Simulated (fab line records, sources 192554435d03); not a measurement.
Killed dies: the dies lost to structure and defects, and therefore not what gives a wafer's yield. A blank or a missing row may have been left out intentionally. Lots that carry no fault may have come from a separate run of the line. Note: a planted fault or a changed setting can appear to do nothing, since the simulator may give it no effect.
fab line records    flow n5_finfet
record lots=7  wafers=21
route steps=1938 shown BEOL_M8@1369 BEOL_M9@1431 BEOL_M10@1499 BEOL_M12@1602 BEOL_M13@1659
start_h: the number of hours between the record's first day and the start of the first shown wafer of the lot    wait_h: how many hours have passed since the lot's step before this one    " repeats the value in the row above    L1.1+2: a row that stands for several wafers    - either no value or no given start    * or withheld: withheld    < > ~ a bound
route shown NAME@n: NAME is a module with steps in the file, n the number in the route of the first one    usual: the fault-free wafers' mean and standard deviation    same: alike in all rows    chamber/n: place in a boat    sites: the reading at each site    _std_site: the standard deviation of these    _edge_site: inner sites' mean taken away from outer sites' mean    radius_mm: how far each site lies from the wafer's centre    mask NAME#n: copy n    behind: the most recent tool/chamber to have shaped the wafer    hold: reason for holding the lot/hours on hold/outcome of the hold    device: names the non-switching transistor (n, p or np)    end of line: the tests these same wafers got at the end of their route    step lacking rows: just its recipe    killed: the dies lost at the first sort to structure and to defects; this is not the yield of the wafer    map: the dies of a wafer, with x for killed, . for not killed, _ for no die there
set.NAME: the setting as run; set.NAME@STEP: as run at that earlier step    model.NAME: the simulator's own value behind a step, which no gauge read
lots run with intentionally changed settings; tables by step, rows by wafer
## steps
# step N5_BEOL_M8_ETCH_72
# recipe chemistry=N2/H2  target=underlayer  target_depth_a=65  mask_material=CAR-EUV  time_s=5.2  ion_energy_ev=200  pressure_mtorr=30  source_w=840  bias_w=150  n2_flow_sccm=200  h2_flow_sccm=200  ends=cleared
lot.wafer  tool         chamber  start_h  wait_h  set.h2_flow_sccm  set.time_s@BEOL_M8_DESCUM_33  model.CAR-EUV_of_BEOL_M8_COAT_22.thk_nm
L077.1+6   rie_diel-01  3,0      221.01   0.0     200               7                             20.4
L077.4     "            2        "        "       200               5.791                         21
L079.3+5   rie_diel-02  3,1      228.35   0.0     200               7                             20.4
L079.6     "            2        "        "       200               7                             20.2
L080.2     rie_diel-02  0        233.74   0.0     200               7                             20.4
L080.3     "            3        "        "       191.5             5.478                         21.2
L080.4     "            1        "        "       200               5.478                         21.2
L083.3+5   rie_diel-02  3        248.35   0.0     214.7             7                             20.6
L083.4     "            2        "        "       200               8.535                         19.6
L085.1     rie_diel-01  2        266.24   0.0     195.9             8.137                         19.6
L085.5     "            2        "        "       195.9             7                             20.4
L085.6     "            3        "        "       200               7                             20.4
L088.1+5   rie_diel-02  2        274.81   0.0     200               7                             20.4
L088.6     "            3        "        "       210               7                             20.6
L090.1     rie_diel-04  1        301.71   0.0     200               7.77                          20
L090.3     "            0        "        "       200               7                             20.2
L090.4     "            3        "        "       212.5             7                             20.4
# step N5_BEOL_M8_ETCH_65
# recipe chemistry=CF4  target=SiARC  target_depth_a=156  mask_material=CAR-EUV  time_s=26  ion_energy_ev=80  pressure_mtorr=40  source_w=545  bias_w=36  Ar_flow_sccm=100  cf4_flow_sccm=100  ends=cleared
lot.wafer  tool         chamber  start_h  wait_h  set.time_s@BEOL_M8_DESCUM_33  model.CAR-EUV_of_BEOL_M8_COAT_22.thk_nm
L077.1+6   rie_diel-01  3,0      221.03   0.0     7                             11.2
L077.4     "            2        "        "       5.791                         11.8
L079.3+6   rie_diel-02  3,2      228.36   0.0     7                             11
L079.5     "            1        "        "       7                             11.2
L080.2     rie_diel-02  0        233.76   0.0     7                             11.2
L080.3+4   "            3,1      "        "       5.478                         12
L083.3+5   rie_diel-02  3        248.37   0.0     7                             11.4
L083.4     "            2        "        "       8.535                         10.4
L085.1     rie_diel-01  2        266.26   0.0     8.137                         10.4
L085.5+6   "            2,3      "        "       7                             11.2
L088.1+5   rie_diel-02  2        274.83   0.0     7                             11.2
L088.6     "            3        "        "       7                             11.4
L090.1     rie_diel-04  1        301.73   0.0     7.77                          10.6
L090.3     "            0        "        "       7                             11
L090.4     "            3        "        "       7                             11.2
# step N5_BEOL_M9_EXPOSE_25
# recipe mask_id=V8  na=0.33  source_shape=annular  sigma_inner=0.4  sigma_outer=0.8  polarization=unpolarized  dose_mj=37.25
lot.wafer   tool            chamber  start_h  wait_h  mask  set.dose_mj
L077.1      euv_scanner-01  0        226.47   -       V8#0  35.17
L077.4+6    "               0        "        "       V8#0  37.25
L079.3+5+6  euv_scanner-01  0        235.35   -       V8#0  37.25
L080.2+3+4  euv_scanner-01  0        242.31   -       V8#0  37.25
L083.3+4    euv_scanner-01  0        257.79   -       V8#0  37.25
L083.5      "               0        "        "       V8#0  38.24
L085.1      euv_scanner-02  0        274.15   -       V8#0  35.39
L085.5+6    "               0        "        "       V8#0  37.25
L088.1      euv_scanner-02  0        282.81   -       V8#0  39.43
L088.5+6    "               0        "        "       V8#0  37.25
L090.1+3+4  euv_scanner-01  0        307.69   -       V8#0  37.25
# step N5_BEOL_M9_PEB_26
# recipe peb_temp_c=100  peb_time_s=60  resist=CAR-EUV
# step N5_BEOL_M9_DEVELOP_27
# recipe develop_time_s=30  developer=TMAH  resist=CAR-EUV  rinse_liquid=surfactant_rinse  dry=air_spin  dev_temp_c=23
# step N5_BEOL_M9_CD_MEAS_28
# recipe target_cd_nm=70  landing_energy_ev=500  detector=se_inlens  polarity=opening
# usual cd_nm=70.06/0.26
lot.wafer  tool       chamber  start_h  wait_h  set.dose_mj@BEOL_M9_EXPOSE_25  cd_nm
L077.1     cd_sem-01  0        226.60   -       35.17                          68.41
L077.4     "          0        "        "       37.25                          70.32
L077.6     "          0        "        "       37.25                          70.61
L079.3     cd_sem-02  0        235.47   -       37.25                          70.04
L079.5     "          0        "        "       37.25                          70.31
L079.6     "          0        "        "       37.25                          70.38
L080.2     cd_sem-02  0        242.44   -       37.25                          70.05
L080.3     "          0        "        "       37.25                          70.24
L080.4     "          0        "        "       37.25                          70.36
L083.3     cd_sem-01  0        257.91   -       37.25                          70.16
L083.4     "          0        "        "       37.25                          69.79
L083.5     "          0        "        "       38.24                          70.63
L085.1     cd_sem-03  0        274.28   -       35.39                          68.82
L085.5     "          0        "        "       37.25                          70.57
L085.6     "          0        "        "       37.25                          70.41
L088.1     cd_sem-01  0        282.94   -       39.43                          71.40
L088.5     "          0        "        "       37.25                          70.38
L088.6     "          0        "        "       37.25                          69.75
L090.1     cd_sem-02  0        307.82   -       37.25                          69.58
L090.3     "          0        "        "       37.25                          70.17
L090.4     "          0        "        "       37.25                          70.30
# step N5_BEOL_M9_ETCH_66
# recipe chemistry=N2/H2  target=SOC  target_depth_a=800  overetch_a=160  mask_material=SiARC  temp_c=40  time_s=120  ion_energy_ev=200  pressure_mtorr=30  source_w=840  bias_w=150  n2_flow_sccm=200  h2_flow_sccm=200
lot.wafer  tool         chamber  start_h  wait_h  set.time_s  model.SiARC_of_BEOL_M9_COAT_64.thk_nm
L077.1+6   rie_diel-03  0,2      226.80   0.0     120         6.4
L077.4     "            1        "        "       113.2       7
L079.3+6   rie_diel-03  0,2      235.66   0.0     120         6.6
L079.5     "            1        "        "       120         6.8
L080.2     rie_diel-03  1        242.64   0.0     120         6.8
L080.3     "            3        "        "       120         6.4
L080.4     "            2        "        "       134.4       5.8
L083.3+5   rie_diel-03  1,3      258.12   0.0     113.2       7
L083.4     "            0        "        "       113.2       6.8
L085.1+5   rie_diel-03  2        274.91   0.0     104.7       7.2
L085.6     "            1        "        "       120         6.8
L088.1     rie_diel-06  2        283.60   0.0     120         6.4
L088.5     "            2        "        "       134.7       5.8
L088.6     "            3        "        "       120         6.2
L090.1     rie_diel-03  1        308.02   0.0     132.6       6.2
L090.3     "            3        "        "       120         6.6
L090.4     "            2        "        "       132.6       6
# step N5_BEOL_M10_EXPOSE_25
# recipe mask_id=V9  na=1.35  source_shape=annular  sigma_inner=0.5  sigma_outer=0.8  polarization=unpolarized  dose_mj=85.5
lot.wafer   tool             chamber  start_h  wait_h  mask  set.dose_mj
L077.1+4+6  arfi_scanner-03  0        233.37   -       V9#0  85.5
L079.3+5+6  arfi_scanner-01  0        242.52   -       V9#0  85.5
L080.2+4    arfi_scanner-01  0        249.20   -       V9#0  85.5
L080.3      "                0        "        "       V9#0  91.75
L083.3+5    arfi_scanner-01  0        266.01   -       V9#0  85.5
L083.4      "                0        "        "       V9#0  91.59
L085.1+5+6  arfi_scanner-01  0        282.96   -       V9#0  85.5
L088.1+6    arfi_scanner-03  0        291.91   -       V9#0  83.47
L088.5      "                0        "        "       V9#0  85.5
L090.1+3+4  arfi_scanner-03  0        313.52   -       V9#0  87.18
# step N5_BEOL_M10_PEB_26
# recipe peb_temp_c=withheld  peb_time_s=60  resist=CAR-ArF
lot.wafer   tool            chamber  start_h  wait_h  set.peb_time_s
L077.1+6    litho_track-05  0        233.43   0.1     60
L077.4      "               0        "        "       54.81
L079.3+5+6  litho_track-01  0        242.58   0.0     60
L080.2+4    litho_track-05  0        249.26   0.1     60
L080.3      "               0        "        "       65.63
L083.3+4+5  litho_track-02  0        266.06   0.0     60
L085.1+5+6  litho_track-01  0        283.02   0.1     60
L088.1+5+6  litho_track-01  0        291.97   0.1     60
L090.1+3    litho_track-05  0        313.58   0.1     52.28
L090.4      "               0        "        "       60
# step N5_BEOL_M10_DEVELOP_27
# recipe develop_time_s=30  developer=TMAH  resist=CAR-ArF  rinse_liquid=diw  dry=air_spin  dev_temp_c=23
# step N5_BEOL_M10_CD_MEAS_28
# recipe target_cd_nm=70  landing_energy_ev=500  detector=se_inlens  polarity=opening
# usual cd_nm=70.2/0.79
lot.wafer  tool       chamber  start_h  wait_h  set.dose_mj@BEOL_M10_EXPOSE_25  set.peb_time_s@BEOL_M10_PEB_26  cd_nm
L077.1     cd_sem-03  0        233.50   -       85.5                            60                              69.9
L077.4     "          0        "        "       85.5                            54.81                           65.9
L077.6     "          0        "        "       85.5                            60                              70.0
L079.3     cd_sem-02  0        242.64   -       85.5                            60                              69.9
L079.5     "          0        "        "       85.5                            60                              68.9
L079.6     "          0        "        "       85.5                            60                              68.9
L080.2     cd_sem-02  0        249.33   -       85.5                            60                              69.7
L080.3     "          0        "        "       91.75                           65.63                           78.3
L080.4     "          0        "        "       85.5                            60                              68.3
L083.3     cd_sem-01  0        266.13   -       85.5                            60                              70.3
L083.4     "          0        "        "       91.59                           60                              75.6
L083.5     "          0        "        "       85.5                            60                              69.7
L085.1     cd_sem-01  0        283.09   -       85.5                            60                              70.8
L085.5     "          0        "        "       85.5                            60                              70.2
L085.6     "          0        "        "       85.5                            60                              70.4
L088.1     cd_sem-02  0        292.04   -       83.47                           60                              69.3
L088.5     "          0        "        "       85.5                            60                              69.9
L088.6     "          0        "        "       83.47                           60                              66.7
L090.1     cd_sem-03  0        313.65   -       87.18                           52.28                           66.1
L090.3     "          0        "        "       87.18                           52.28                           66.0
L090.4     "          0        "        "       87.18                           60                              72.8
# step N5_BEOL_M12_ILD_DEP_00
# recipe material=SiOC  target_thk_a=6589.2  temp_c=350  precursor=DEMS/O2  pressure_torr=5  rf_w=500  time_s=130.7
lot.wafer  tool      chamber  start_h  wait_h  set.time_s  model.SiOC_of_BEOL_M12_ILD_DEP_00.thk_nm
L077.1     pecvd-04  2        246.17   0.0     130.7       650.2
L077.4     "         2        "        "       113.5       583
L077.6     "         0        "        "       113.5       577
L079.3+5   pecvd-04  2,1      254.34   0.0     130.7       653.6
L079.6     "         2        "        "       130.7       668.4
L080.2     pecvd-01  0        261.90   0.0     130.7       650.2
L080.3     "         2        "        "       130.7       666.4
L080.4     "         2        "        "       130.7       672.4
L083.3     pecvd-01  1        279.53   0.0     130.7       657
L083.4     "         2        "        "       147.4       755.4
L083.5     "         1        "        "       147.4       740.8
L085.1     pecvd-04  1        295.45   0.0     130.7       659.6
L085.5     "         0        "        "       118.9       616.2
L085.6     "         2        "        "       118.9       604
L088.1     pecvd-04  1        304.48   0.0     130.7       650.8
L088.5     "         1        "        "       130.7       666.4
L088.6     "         0        "        "       130.7       670.4
L090.1     pecvd-03  0        326.85   0.0     139.1       683.8
L090.3     "         2        "        "       130.7       633
L090.4     "         0        "        "       139.1       700.6
# step N5_BEOL_M12_THK_MEAS_01
# recipe reads=SiOC_of_BEOL_M12_ILD_DEP_00
# usual M12_ILD_THK=655/8.3
lot.wafer  tool           chamber  start_h  wait_h  set.time_s@BEOL_M12_ILD_DEP_00  M12_ILD_THK[nm]
L077.1     film_metro-01  -        246.30   0.1     130.7                           651
L077.4     "              -        "        "       113.5                           583
L077.6     "              -        "        "       113.5                           577
L079.3     film_metro-02  -        254.47   0.1     130.7                           654
L079.5     "              -        "        "       130.7                           654
L079.6     "              -        "        "       130.7                           668
L080.2     film_metro-02  -        262.03   0.1     130.7                           650
L080.3     "              -        "        "       130.7                           666
L080.4     "              -        "        "       130.7                           673
L083.3     film_metro-02  -        279.66   0.1     130.7                           657
L083.4     "              -        "        "       147.4                           755
L083.5     "              -        "        "       147.4                           741
L085.1     film_metro-02  -        295.58   0.1     130.7                           660
L085.5     "              -        "        "       118.9                           616
L085.6     "              -        "        "       118.9                           604
L088.1     film_metro-02  -        304.61   0.1     130.7                           651
L088.5     "              -        "        "       130.7                           666
L088.6     "              -        "        "       130.7                           671
L090.1     film_metro-02  -        326.98   0.1     139.1                           684
L090.3     "              -        "        "       130.7                           633
L090.4     "              -        "        "       139.1                           701
# step N5_BEOL_M12_COAT_58
# recipe resist=BARC  temp_c=205  time_s=60  spin_rpm=1500  resist_thk_nm=89
# step N5_BEOL_M12_COAT_04
# recipe spin_rpm=1625  resist_thk_nm=400
# step N5_BEOL_M12_DESCUM_15
# recipe chemistry=O2  time_s=7.9  source_power_w=50  bias_power_w=20  pressure_mtorr=20  rf_frequency_hz=2.712e+07  temp_c=40  o2_flow_sccm=225
# step N5_BEOL_M12_ETCH_59
# recipe chemistry=N2/H2  target=BARC  target_depth_a=890  overetch_a=267  time_s=67.9  ion_energy_ev=200  pressure_mtorr=30  source_w=840  bias_w=150  n2_flow_sccm=200  h2_flow_sccm=200
# step N5_BEOL_M12_VIA_ETCH_16
# recipe chemistry=C4F8/O2/Ar  target=SiOC  pressure_mtorr=30  source_w=3000  bias_w=700  Ar_flow_sccm=400  C4F8_flow_sccm=15  O2_flow_sccm=8  he_inner_torr=15  he_outer_torr=30  target_depth_a=7248  time_s=withheld  ion_energy_ev=250  ends=cleared
lot.wafer  tool         chamber  start_h  wait_h  set.time_s@BEOL_M12_ILD_DEP_00  model.etch.depth_nm  model.coat_of_BEOL_M12_COAT_04.thk_nm
L077.1     rie_diel-02  3        246.92   0.0     *                               650.2                124.6
L077.4     "            1        "        "       *                               583                  145.4
L077.6     "            0        "        "       *                               577                  148.2
L079.3     rie_diel-02  2        255.07   0.0     *                               653.7                124.8
L079.5     "            1        "        "       *                               653.6                124.6
L079.6     "            0        "        "       *                               668.3                120
L080.2     rie_diel-04  2        262.99   0.0     *                               650.2                126
L080.3     "            0        "        "       *                               666.4                119
L080.4     "            3        "        "       *                               672.5                118.2
L083.3     rie_diel-04  0        280.14   0.0     *                               657                  121.2
L083.4     "            1        "        "       *                               755.3                93.8
L083.5     "            0        "        "       *                               740.8                97.8
L085.1     rie_diel-02  0        296.06   0.0     *                               659.7                124.8
L085.5     "            0        "        "       *                               616.1                136.2
L085.6     "            3        "        "       *                               604.1                140
L088.1     rie_diel-04  3        305.21   0.0     *                               650.8                124
L088.5     "            3        "        "       *                               666.4                119.8
L088.6     "            2        "        "       *                               670.5                118.4
L090.1     rie_diel-01  2        327.60   0.0     *                               683.9                114.4
L090.3     "            3        "        "       *                               633                  129.8
L090.4     "            2        "        "       *                               700.5                109
# step N5_BEOL_M12_STRIP_63
# recipe chemistry=N2/H2  power_w=1000  temp_c=250  h2_frac=0.65  overash_fraction=0.3  pressure_mtorr=1000  n2_flow_sccm=1750  h2_flow_sccm=3250
# usual strip_time_to_endpoint_s=42.5/0.7
lot.wafer  tool             chamber  start_h  wait_h  set.time_s@BEOL_M12_ILD_DEP_00  strip_time_to_endpoint_s
L077.1     plasma_asher-01  0        247.12   -       130.7                           42.9
L077.4     "                0        "        "       113.5                           48.5
L077.6     "                1        "        "       113.5                           49.2
L079.3     plasma_asher-02  0        255.29   -       130.7                           43.0
L079.5     "                0        "        "       130.7                           42.9
L079.6     "                1        "        "       130.7                           41.7
L080.2     plasma_asher-01  0        263.18   -       130.7                           43.3
L080.3     "                0        "        "       130.7                           41.4
L080.4     "                1        "        "       130.7                           41.2
L083.3     plasma_asher-02  0        280.36   -       130.7                           42.0
L083.4     "                1        "        "       147.4                           34.5
L083.5     "                0        "        "       147.4                           35.6
L085.1     plasma_asher-01  0        296.26   -       130.7                           42.9
L085.5     "                0        "        "       118.9                           46.0
L085.6     "                1        "        "       118.9                           47.0
L088.1     plasma_asher-02  0        305.41   -       130.7                           42.7
L088.5     "                1        "        "       130.7                           41.6
L088.6     "                0        "        "       130.7                           41.2
L090.1     plasma_asher-01  1        327.80   -       139.1                           40.1
L090.3     "                1        "        "       130.7                           44.3
L090.4     "                0        "        "       139.1                           38.7
# step N5_BEOL_M12_STRIP_64
# recipe chemistry=N2/H2  power_w=1000  temp_c=250  h2_frac=0.65  overash_fraction=0.3  pressure_mtorr=withheld  n2_flow_sccm=1750  h2_flow_sccm=3250
# step N5_BEOL_M12_STRIP_71
# recipe chemistry=post_etch_residue_remover  time_s=60  temp_c=25  remover_ph=withheld  remover_water_wt_pct=withheld  remover_fluoride_wt_pct=withheld
# step N5_BEOL_M12_STRIP_37
# recipe chemistry=N2/H2  power_w=1000  temp_c=250  h2_frac=0.65  overash_fraction=0.3  pressure_mtorr=withheld  n2_flow_sccm=1750  h2_flow_sccm=3250
# step N5_BEOL_M12_ETCH_38
# recipe chemistry=CF4/N2  target=SiCN  target_depth_a=687  taper_deg=2  time_s=73.4  ion_energy_ev=150  mask_material=SiO2  pressure_mtorr=40  source_w=430  bias_w=70  Ar_flow_sccm=100  cf4_flow_sccm=60  n2_flow_sccm=60
lot.wafer  tool         chamber  start_h  wait_h  set.time_s@BEOL_M12_ILD_DEP_00  model.SiOC_of_BEOL_M12_ILD_DEP_00.thk_nm
L077.1     rie_diel-01  1        249.12   -       130.7                           600.8
L077.4     "            2        "        "       113.5                           533.2
L077.6     "            0        "        "       113.5                           526.4
L079.3     rie_diel-02  1        256.74   -       130.7                           603.8
L079.5     "            1        "        "       130.7                           604.2
L079.6     "            0        "        "       130.7                           620.4
L080.2     rie_diel-04  1        266.51   -       130.7                           600.2
L080.3     "            3        "        "       130.7                           616.8
L080.4     "            0        "        "       130.7                           621.4
L083.3     rie_diel-01  2        282.97   -       130.7                           607
L083.4     "            1        "        "       147.4                           706
L083.5     "            2        "        "       147.4                           690.8
L085.1     rie_diel-01  0        299.57   -       130.7                           609.6
L085.5     "            1        "        "       118.9                           566.6
L085.6     "            2        "        "       118.9                           554.2
L088.1     rie_diel-02  0        308.38   -       130.7                           603.2
L088.5     "            2        "        "       130.7                           618.4
L088.6     "            3        "        "       130.7                           621.6
L090.1     rie_diel-01  2        329.49   -       139.1                           633.6
L090.3     "            0        "        "       130.7                           582.2
L090.4     "            1        "        "       139.1                           651
# step N5_BEOL_M13_ILD_DEP_00
# recipe material=SiOC  target_thk_a=8379.2  temp_c=350  precursor=DEMS/O2  pressure_torr=5  rf_w=500  time_s=166.4
lot.wafer  tool      chamber  start_h  wait_h  set.time_s  model.SiOC_of_BEOL_M13_ILD_DEP_00.thk_nm
L077.1     pecvd-02  1        251.22   0.0     166.4       830.8
L077.4     "         0        "        "       183.3       933.6
L077.6     "         2        "        "       166.4       848
L079.3     pecvd-02  1        260.64   0.0     166.4       853.2
L079.5     "         2        "        "       166.4       865.4
L079.6     "         0        "        "       166.4       854.8
L080.2     pecvd-02  0        268.42   0.0     166.4       835.6
L080.3     "         1        "        "       166.4       837
L080.4     "         0        "        "       166.4       845.6
L083.3     pecvd-02  0        285.05   0.0     143.3       720.2
L083.4     "         2        "        "       143.3       722
L083.5     "         0        "        "       143.3       727.6
L085.1     pecvd-03  0        301.36   0.0     166.4       821.2
L085.5     "         2        "        "       146.3       741
L085.6     "         0        "        "       166.4       838.8
L088.1     pecvd-02  2        310.08   0.0     166.4       831.6
L088.5     "         2        "        "       166.4       839.6
L088.6     "         0        "        "       166.4       841
L090.1     pecvd-04  1        331.18   0.0     166.4       827.2
L090.3     "         2        "        "       166.4       832.8
L090.4     "         0        "        "       185.5       926.6
# step N5_BEOL_M13_THK_MEAS_01
# recipe reads=SiOC_of_BEOL_M13_ILD_DEP_00
# usual M13_ILD_THK=836/11
lot.wafer  tool           chamber  start_h  wait_h  set.time_s@BEOL_M13_ILD_DEP_00  M13_ILD_THK[nm]
L077.1     film_metro-01  -        251.37   0.1     166.4                           831
L077.4     "              -        "        "       183.3                           934
L077.6     "              -        "        "       166.4                           848
L079.3     film_metro-01  -        260.80   0.1     166.4                           853
L079.5     "              -        "        "       166.4                           865
L079.6     "              -        "        "       166.4                           854
L080.2     film_metro-01  -        268.57   0.1     166.4                           835
L080.3     "              -        "        "       166.4                           836
L080.4     "              -        "        "       166.4                           846
L083.3     film_metro-01  -        285.20   0.1     143.3                           721
L083.4     "              -        "        "       143.3                           722
L083.5     "              -        "        "       143.3                           728
L085.1     film_metro-02  -        301.51   0.1     166.4                           822
L085.5     "              -        "        "       146.3                           740
L085.6     "              -        "        "       166.4                           839
L088.1     film_metro-02  -        310.23   0.1     166.4                           832
L088.5     "              -        "        "       166.4                           840
L088.6     "              -        "        "       166.4                           841
L090.1     film_metro-01  -        331.33   0.1     166.4                           827
L090.3     "              -        "        "       166.4                           833
L090.4     "              -        "        "       185.5                           926
## key
split step=N5_BEOL_M8_ETCH_72  setting=h2_flow_sccm  stated=200  by=wafer
response none clear
split step=N5_BEOL_M9_EXPOSE_25  setting=dose_mj  stated=37.25  by=wafer
response step=N5_BEOL_M9_CD_MEAS_28  reading=cd_nm  change=+0.301  per=1%  r=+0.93
split step=N5_BEOL_M9_ETCH_66  setting=time_s  stated=120  by=wafer
response step=N5_BEOL_M9_ETCH_66  reading=model.SiARC_of_BEOL_M9_COAT_64.thk_nm  change=-0.0492  per=1%  r=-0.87
split step=N5_BEOL_M10_EXPOSE_25  setting=dose_mj  stated=85.5  by=wafer
response step=N5_BEOL_M10_CD_MEAS_28  reading=cd_nm  slope=+0.721  per=1%  together_with=peb_time_s@BEOL_M10_PEB_26  explained=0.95
split step=N5_BEOL_M10_PEB_26  setting=peb_time_s  stated=60  by=wafer
response step=N5_BEOL_M10_CD_MEAS_28  reading=cd_nm  slope=+0.487  per=1%  together_with=dose_mj@BEOL_M10_EXPOSE_25  explained=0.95
split step=N5_BEOL_M12_ILD_DEP_00  setting=time_s  stated=130.7  by=wafer
response step=N5_BEOL_M12_ILD_DEP_00  reading=model.SiOC_of_BEOL_M12_ILD_DEP_00.thk_nm  change=+6.35  per=1%  r=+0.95
response step=N5_BEOL_M12_THK_MEAS_01  reading=M12_ILD_THK  change=+6.36  per=1%  r=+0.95
response step=N5_BEOL_M12_VIA_ETCH_16  reading=model.etch.depth_nm  change=+6.35  per=1%  r=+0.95
response step=N5_BEOL_M12_VIA_ETCH_16  reading=model.coat_of_BEOL_M12_COAT_04.thk_nm  change=-1.86  per=1%  r=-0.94
response step=N5_BEOL_M12_STRIP_63  reading=strip_time_to_endpoint_s  change=*  per=1%  r=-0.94
response step=N5_BEOL_M12_ETCH_38  reading=model.SiOC_of_BEOL_M12_ILD_DEP_00.thk_nm  change=+6.39  per=1%  r=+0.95
split step=N5_BEOL_M13_ILD_DEP_00  setting=time_s  stated=166.4  by=wafer
response step=N5_BEOL_M13_ILD_DEP_00  reading=model.SiOC_of_BEOL_M13_ILD_DEP_00.thk_nm  change=+8.25  per=1%  r=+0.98
response step=N5_BEOL_M13_THK_MEAS_01  reading=M13_ILD_THK  change=+8.27  per=1%  r=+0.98
split outside_this_file step=N5_BEOL_M8_DESCUM_33 setting=time_s
# split outside_this_file: this setting was split too, and the file shows its column; the key of that split is in another file
